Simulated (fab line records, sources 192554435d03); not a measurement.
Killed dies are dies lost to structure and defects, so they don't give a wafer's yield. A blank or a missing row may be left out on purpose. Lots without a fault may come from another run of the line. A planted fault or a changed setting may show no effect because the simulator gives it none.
fab line records | flow n5_finfet
record lots=9 wafers=27 last_day=16
route steps=1938 shown FIN_SAQP@98 BEOL_M4@1111
lots that met no fault: from a run of the same line without faults
start_h: hours from the record's first day to the start of the lot's first wafer shown | wait_h: hours since the lot's step before | " the same as in the row above | L1.1+2: a row that stands for several wafers | - no value, or no start given | * or withheld: withheld | < > ~ a bound
route shown NAME@n: a module of which the file shows steps, and the number in the route of the first | usual: mean/standard deviation of fault-free wafers | same: alike in all rows | chamber/n: place in a boat | sites: the reading at each site | _std_site: their standard deviation | _edge_site: outer sites' mean less inner sites' | radius_mm: how far each site lies from the wafer's centre | mask NAME#n: copy n | behind: the tool/chamber that last shaped the wafer | hold: why the lot was held/for how many hours/how that ended | device: the transistor (n, p or np) that didn't switch | end of line: the same wafers' tests at the end of the route | a step without rows: its recipe alone | killed: dies lost to structure and defects at the first sort, not the wafer's yield | map: a wafer's dies, x killed, . not, _ none there
set.NAME: the setting as run; set.NAME@STEP: as run at that earlier step | model.NAME: the simulator's own value behind a step, which no gauge read
steps of the route over a sample of lots; a table a step, a row a wafer
services: from which hour (start_h, from the record's first day; less than 0 if before it) a tool's chamber was out of use, for how many hours, and why
## steps
# step N5_FIN_SAQP_PECVD_47
# recipe material=a-Si target_thk_a=450 temp_c=400 precursor=SiH4/He pressure_torr=3 rf_w=100 time_s=36.3
# usual heater_power_w=837/68 showerhead_plenum_p_Torr=5.651/0.028 throttle_valve_pct=17.9/0.84
# columns lot.wafer tool chamber start_h wait_h heater_power_w showerhead_plenum_p_Torr throttle_valve_pct
L874.1 pecvd-02 0 45.11 0.0 902 5.675 16.5
L874.2 " 2 " " 872 5.639 18.7
L874.3 " 1 " " 847 5.648 18.5
L879.1 pecvd-02 2 75.38 0.0 873 5.652 18.6
L879.5 " 0 " " 905 5.674 16.8
L879.6 " 2 " " 864 5.638 18.6
L880.1 pecvd-03 0 83.32 0.0 862 5.659 17.6
L880.2 " 1 " " 927 5.684 18.2
L880.4 " 1 " " 950 5.666 18.4
L881.3 pecvd-03 2 87.91 0.0 716 5.582 16.7
L881.4 " 1 " " 930 5.674 18.5
L881.5 " 0 " " 775 5.653 17.8
L882.1 pecvd-01 1 95.77 0.0 844 5.612 19.1
L882.2 " 2 " " 806 5.679 17.9
L882.4 " 1 " " 850 5.618 19.4
L883.2 pecvd-03 1 99.85 0.0 877 5.688 18.6
L883.4 " 2 " " 718 5.576 16.5
L883.5 " 1 " " 885 5.687 18.5
L884.3 pecvd-02 0 106.25 0.0 854 5.669 16.6
L884.4 " 0 " " 854 5.666 16.8
L884.5 " 2 " " 899 5.639 18.7
L885.1 pecvd-02 2 111.89 0.0 793 5.658 18.2
L885.2 " 1 " " 802 5.657 18.5
L885.6 " 0 " " 958 5.691 16.9
L888.1 pecvd-03 1 128.93 0.0 830 5.675 18.3
L888.2 " 0 " " 828 5.638 18.0
L888.5 " 1 " " 822 5.680 18.3
# step N5_FIN_SAQP_DESCUM_21
# recipe chemistry=O2 time_s=7.9 source_power_w=50 bias_power_w=20 pressure_mtorr=20 rf_frequency_hz=2.712e+07 temp_c=40 resist=CAR-ArF o2_flow_sccm=225
# usual drypump_motor_current_A=5.5/0.47 oes_product_au=0.79/0.078 rf_vpp_V=243.1/1.3 showerhead_plenum_p_Torr=2.08/0.073 throttle_valve_pct=20.44/0.21
# columns lot.wafer tool chamber start_h wait_h drypump_motor_current_A oes_product_au rf_hours_counter_h rf_vpp_V showerhead_plenum_p_Torr throttle_valve_pct
L874.1 rie_diel-06 1 45.88 0.0 5.6 0.76 145 242.9 2.10 20.72
L874.2 " 3 " " 4.9 0.70 220 242.1 1.98 20.67
L874.3 " 0 " " 4.8 0.79 107 241.8 2.02 20.28
L879.1 rie_diel-06 2 76.25 0.1 5.3 0.78 144 243.1 2.09 20.51
L879.5 " 0 " " 4.8 0.80 - 241.6 2.01 20.31
L879.6 " 1 " " 5.6 0.76 - 242.3 2.09 20.75
L880.1 rie_diel-05 0 84.08 0.0 5.9 0.79 89 244.6 2.20 20.62
L880.2 " 1 " " 5.1 0.99 2 242.8 2.04 20.10
L880.4 " 2 " " 5.4 0.94 - 245.3 2.23 20.15
L881.3 rie_diel-04 0 88.71 0.2 5.7 0.70 185 243.4 2.15 20.32
L881.4 " 1 " " 5.8 0.78 149 242.2 2.00 20.18
L881.5 " 3 " " 5.1 0.79 - 242.2 2.10 20.51
L882.1 rie_diel-04 2 96.52 0.0 6.3 0.90 30 242.7 2.06 20.66
L882.2 " 1 " " 5.8 0.77 151 242.2 2.00 20.18
L882.4 " 0 " " 5.7 0.70 187 243.7 2.15 20.31
L883.2 rie_diel-05 1 101.23 0.8 5.1 0.95 11 242.7 2.04 20.11
L883.4 " 1 " " 5.1 0.96 - 243.6 2.04 20.11
L883.5 " 2 " " 5.4 0.93 - 245.6 2.23 20.16
L884.3 rie_diel-06 0 107.00 0.0 4.8 0.79 128 241.9 2.01 20.32
L884.4 " 3 " " 4.9 0.68 241 241.8 1.98 20.69
L884.5 " 0 " " 4.8 0.78 - 240.6 2.01 20.31
L885.1 rie_diel-05 3 112.64 0.0 6.4 0.70 212 241.6 1.98 20.41
L885.2 " 2 " " 5.4 0.91 27 245.7 2.23 20.16
L885.6 " 0 " " 5.9 0.79 - 244.6 2.20 20.65
L888.1 rie_diel-04 0 129.56 0.0 5.8 0.69 200 244.3 2.15 20.33
L888.2 " 3 " " 5.0 0.78 111 242.8 2.10 20.52
L888.5 " 2 " " 6.3 0.90 - 242.4 2.05 20.66
# step N5_FIN_SAQP_MANDREL_ETCH_22
# recipe target_depth_a=600 chemistry=HBr/Cl2 target=a-Si stop_on=SiNx bt_time_s=10 over_etch_frac=0.5 time_s=30 pressure_mtorr=10 icp_w=800 bias_w=75 HBr_flow_sccm=150 Cl2_flow_sccm=80 ends=end_point
# usual HBr_flow_sccm=150.0/0.45 bias_w=75.03/0.21 drypump_motor_current_A=5.8/0.42 oes_product_au=0.766/0.016 rf_fwd_power_W=795.7/2.6 throttle_valve_pct=35.4/0.49
# columns lot.wafer tool chamber start_h wait_h HBr_flow_sccm bias_w drypump_motor_current_A oes_product_au rf_fwd_power_W rf_hours_counter_h throttle_valve_pct
L874.1 rie_si-01 1 46.17 0.0 149.9 75.21 5.4 0.751 797.1 7 35.4
L874.2 " 2 " " 150.8 74.77 6.1 0.764 796.3 45 36.3
L874.3 " 0 " " 149.8 75.30 6.4 0.747 795.9 14 35.4
L879.1 rie_si-06 2 76.53 0.0 150.7 74.71 6.2 0.789 794.6 89 35.1
L879.5 " 2 " " 150.7 75.05 6.2 0.799 794.7 - 35.1
L879.6 " 3 " " 150.1 74.85 5.5 0.762 798.5 - 35.2
L880.1 rie_si-01 0 84.36 0.0 149.1 74.90 6.4 0.755 792.0 15 35.3
L880.2 " 2 " " 150.0 74.94 6.2 0.768 799.5 45 36.3
L880.4 " 1 " " 149.9 75.42 5.4 0.756 799.1 8 35.4
L881.3 rie_si-01 0 89.00 0.0 149.5 75.17 6.4 0.755 797.4 15 35.3
L881.4 " 1 " " 150.5 74.84 5.4 0.776 795.9 - 35.3
L881.5 " 2 " " 149.6 75.05 6.2 0.787 790.9 - 36.3
L882.1 rie_si-03 2 96.81 0.0 150.1 74.80 6.4 0.737 797.7 98 34.9
L882.2 " 1 " " 149.5 75.15 5.5 0.776 798.9 27 34.6
L882.4 " 0 " " 149.6 75.15 6.4 0.784 790.6 25 34.9
L883.2 rie_si-01 0 101.51 0.0 150.3 74.66 6.4 0.740 603.0 15 35.4
L883.4 " 1 " " 150.4 74.93 5.4 0.766 793.1 8 35.3
L883.5 " 2 " " 150.4 75.25 6.2 0.770 796.7 - 36.3
L884.3 rie_si-01 3 107.29 0.0 149.9 75.19 5.4 0.774 800.1 58 35.3
L884.4 " 0 " " 150.3 75.10 6.4 0.743 602.7 16 35.3
L884.5 " 3 " " 149.4 75.12 5.4 0.774 796.0 - 35.3
L885.1 rie_si-03 2 112.93 0.0 150.1 75.06 6.3 0.752 796.8 98 34.9
L885.2 " 0 " " 149.9 74.94 6.4 0.779 794.2 26 34.9
L885.6 " 3 " " 149.7 74.97 5.6 0.774 799.5 - 35.5
L888.1 rie_si-03 1 129.84 0.0 149.7 75.16 5.5 0.756 796.8 28 34.6
L888.2 " 2 " " 149.7 75.10 6.4 0.753 794.8 99 34.9
L888.5 " 1 " " 150.4 74.93 5.5 0.771 796.7 - 34.6
# step N5_FIN_SAQP_MANDREL2_REMOVE_60
# recipe chemistry=HBr/Cl2/O2 bt_time_s=10 target=a-Si stop_on=SiNx endpoint=OES-SiCl over_etch_frac=1 icp_w=600 bias_w=22 HBr_flow_sccm=150 Cl2_flow_sccm=80 O2_flow_sccm=5 pressure_mtorr=10
# usual HBr_flow_sccm=149.9/0.45 bias_w=21.99/0.065 drypump_motor_current_A=5.9/0.43 oes_o_777_au=0.99/0.05 oes_product_au=0.996/0.018 throttle_valve_pct=36.7/0.48
# columns lot.wafer tool chamber start_h wait_h HBr_flow_sccm bias_w drypump_motor_current_A oes_o_777_au oes_product_au rf_hours_counter_h throttle_valve_pct
L874.1 rie_si-01 0 49.89 0.1 150.4 22.00 6.4 0.99 0.984 14 36.7
L874.2 " 1 " " 150.4 21.91 5.4 0.98 0.978 7 36.7
L874.3 " 3 " " 151.0 22.06 5.4 0.99 1.012 57 36.6
L879.1 rie_si-01 0 80.07 0.1 149.9 21.99 6.4 1.00 0.972 15 36.6
L879.5 " 3 " " 150.0 21.98 5.4 0.99 1.006 - 36.6
L879.6 " 0 " " 149.5 22.04 6.4 1.00 0.983 - 36.6
L880.1 rie_si-03 2 88.38 0.1 150.4 21.93 6.4 0.95 0.971 98 36.2
L880.2 " 3 " " 149.8 22.06 5.6 0.97 1.009 49 36.9
L880.4 " 0 " " 150.0 22.00 6.4 1.02 1.014 25 36.3
L881.3 rie_si-03 3 92.17 0.1 150.0 21.94 5.6 0.97 0.988 49 36.9
L881.4 " 0 " " 149.4 21.91 6.4 1.02 1.012 25 36.2
L881.5 " 1 " " 150.3 22.11 5.5 1.11 0.995 - 35.9
L882.1 rie_si-03 1 100.66 0.1 149.7 21.97 5.5 1.11 1.016 27 35.9
L882.2 " 2 " " 150.1 22.13 6.4 0.95 0.962 98 36.2
L882.4 " 0 " " 150.0 22.01 6.4 1.01 1.013 25 36.3
L883.2 rie_si-03 2 105.69 0.1 149.6 21.94 6.3 0.95 0.973 98 36.2
L883.4 " 1 " " 150.2 21.89 5.5 1.11 1.014 27 35.9
L883.5 " 0 " " 149.3 22.06 6.4 1.02 1.020 - 36.2
L884.3 rie_si-06 3 110.49 0.1 150.0 22.01 5.4 0.92 0.978 168 36.5
L884.4 " 0 " " 150.4 22.00 5.9 0.98 1.029 50 37.4
L884.5 " 0 " " 149.8 22.00 5.9 0.98 1.030 - 37.3
L885.1 rie_si-03 2 116.41 0.1 149.7 22.04 6.3 0.95 0.961 99 36.2
L885.2 " 3 " " 149.6 21.98 5.6 0.97 0.995 49 36.9
L885.6 " 1 " " 149.4 22.12 5.5 1.09 1.005 - 35.9
L888.1 rie_si-06 0 133.25 0.1 149.6 21.86 5.9 0.97 1.012 51 37.4
L888.2 " 1 " " 150.3 21.93 5.4 0.91 0.979 128 37.1
L888.5 " 0 " " 149.4 21.81 5.9 0.98 1.024 - 37.4
# step N5_BEOL_M4_RC_MEAS_101
# usual DIBL_N=36.2/1.7 DIBL_P=36.6/1.9 IOFF_N=0.16/0.032 IOFF_P=0.21/0.037 ION_N=675/12 ION_P=460/8.1 SS_N=71.4/0.58 SS_P=73.4/0.64 VT_N=249/3.2 VT_P=-252/3.4
# columns lot.wafer tool chamber start_h wait_h DIBL_N[mV/V] DIBL_P[mV/V] IOFF_N[nA/um] IOFF_P[nA/um] ION_N[uA/um] ION_P[uA/um] SS_N[mV/dec] SS_P[mV/dec] VT_N[mV] VT_P[mV]
L874.1 prober-02 0 192.76 0.0 37.4 37.4 0.19 0.21 688 468 71.5 73.3 247 -251
L874.2 " 0 " " 35.3 34.8 0.14 0.17 669 454 71.3 73.3 253 -255
L874.3 " 0 " " 36.7 36.8 0.18 0.20 664 457 72.4 73.7 249 -252
L879.1 prober-02 0 208.18 0.0 35.6 36.2 0.16 0.19 684 463 71.6 73.1 248 -250
L879.5 " 0 " " 33.9 33.8 0.12 0.15 671 455 71.2 73.2 253 -254
L879.6 " 0 " " 34.7 35.1 0.14 0.17 676 463 71.1 73.2 249 -253
L880.1 prober-02 0 226.69 0.0 38.8 41.1 0.20 0.27 688 473 71.6 74.6 245 -250
L880.2 " 0 " " 34.4 35.3 0.12 0.17 658 454 70.9 72.6 252 -256
L880.4 " 0 " " 37.4 38.8 0.18 0.23 693 465 71.7 73.9 247 -253
L882.1 prober-02 0 242.03 0.0 34.1 33.4 0.13 0.16 667 456 70.7 72.5 249 -254
L882.2 " 0 " " 35.5 35.1 0.15 0.18 677 463 71.3 73.8 253 -253
L882.4 " 0 " " 35.3 35.6 0.15 0.18 671 461 71.5 73.5 252 -254
L881.3 prober-01 0 242.82 0.3 34.7 35.4 0.14 0.20 669 461 70.6 72.9 253 -251
L881.4 " 0 " " 34.1 35.4 0.14 0.21 676 460 70.5 72.9 250 -247
L881.5 " 0 " " 33.1 34.1 0.11 0.18 649 456 70.7 73.4 256 -251
L883.2 prober-02 0 245.13 0.2 36.2 37.0 0.16 0.20 672 453 71.1 73.1 247 -253
L883.4 " 0 " " 33.7 33.3 0.12 0.15 665 450 71.1 72.2 252 -254
L883.5 " 0 " " 36.9 37.8 0.18 0.22 673 460 71.8 73.6 248 -251
L884.3 prober-02 0 247.01 0.3 38.6 41.4 0.21 0.26 679 467 72.2 74.4 246 -249
L884.4 " 0 " " 34.5 36.3 0.13 0.18 668 460 71.0 72.3 253 -252
L884.5 " 0 " " 37.6 40.2 0.18 0.23 681 464 71.9 73.9 247 -254
L885.1 prober-01 0 249.09 0.0 35.3 37.0 0.17 0.18 685 454 71.2 73.0 249 -258
L885.2 " 0 " " 33.8 34.9 0.14 0.15 671 444 71.3 73.1 250 -260
L885.6 " 0 " " 33.4 34.9 0.13 0.15 654 442 70.9 72.6 250 -259
L888.1 prober-01 0 267.66 0.0 34.6 34.0 0.14 0.15 679 461 70.6 73.0 249 -256
L888.2 " 0 " " 36.3 37.4 0.16 0.19 667 451 71.6 73.7 250 -254
L888.5 " 0 " " 36.0 36.6 0.15 0.17 680 455 72.1 73.5 250 -256
## services
# columns tool chamber start_h hours kind
pecvd-03 2 21.20 - clean
pecvd-03 2 21.20 - consumable_replace:showerhead
pecvd-03 2 21.20 29.0 scheduled_down
pecvd-03 2 21.20 29.0 vent_cycle
rie_diel-05 1 50.04 5.8 repair
rie_diel-05 1 55.90 - clean
rie_diel-05 1 55.90 - consumable_replace:focus_ring
rie_diel-05 1 55.90 22.2 scheduled_down
rie_diel-05 1 55.90 22.2 vent_cycle
rie_diel-05 2 56.85 6.6 repair
rie_si-03 - 58.86 0.3 repair
pecvd-02 - 59.95 2.8 pm
rie_diel-04 3 62.88 3.4 repair
pecvd-03 0 64.13 2.1 scheduled_down
pecvd-02 2 64.99 2.1 scheduled_down
rie_diel-04 2 65.04 4.3 repair
pecvd-03 2 67.09 6.4 repair
rie_diel-05 3 70.68 31.9 repair
pecvd-02 1 71.24 5.0 scheduled_down
rie_si-03 - 78.35 2.8 pm
rie_si-06 - 83.34 2.8 pm
pecvd-02 - 83.73 1.5 repair
rie_si-01 3 85.70 8.7 repair
pecvd-01 - 107.81 14.6 pm
## key
first_sign step=N5_FIN_SAQP_MANDREL_ETCH_22 reading=rf_fwd_power_W direction=down sigmas=74 usual=* struck=*
effect none on later readings
met_at N5_FIN_SAQP_MANDREL_ETCH_22
struck_lots L883,L884
struck_wafers L883.2,L884.4
not_acting_at N5_FIN_SAQP_PECVD_47,N5_FIN_SAQP_DESCUM_21,N5_FIN_SAQP_MANDREL2_REMOVE_60
onset_between 89.00 101.51
fault kind=process_parameter_drift tool=rie_si-01 chamber=0 onset_h=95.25 steps=N5_FIN_SAQP_MANDREL_ETCH_22 channel=icp_w offset=-192 shape=step end_h=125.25 acts_in=these_recipes_only stated=800
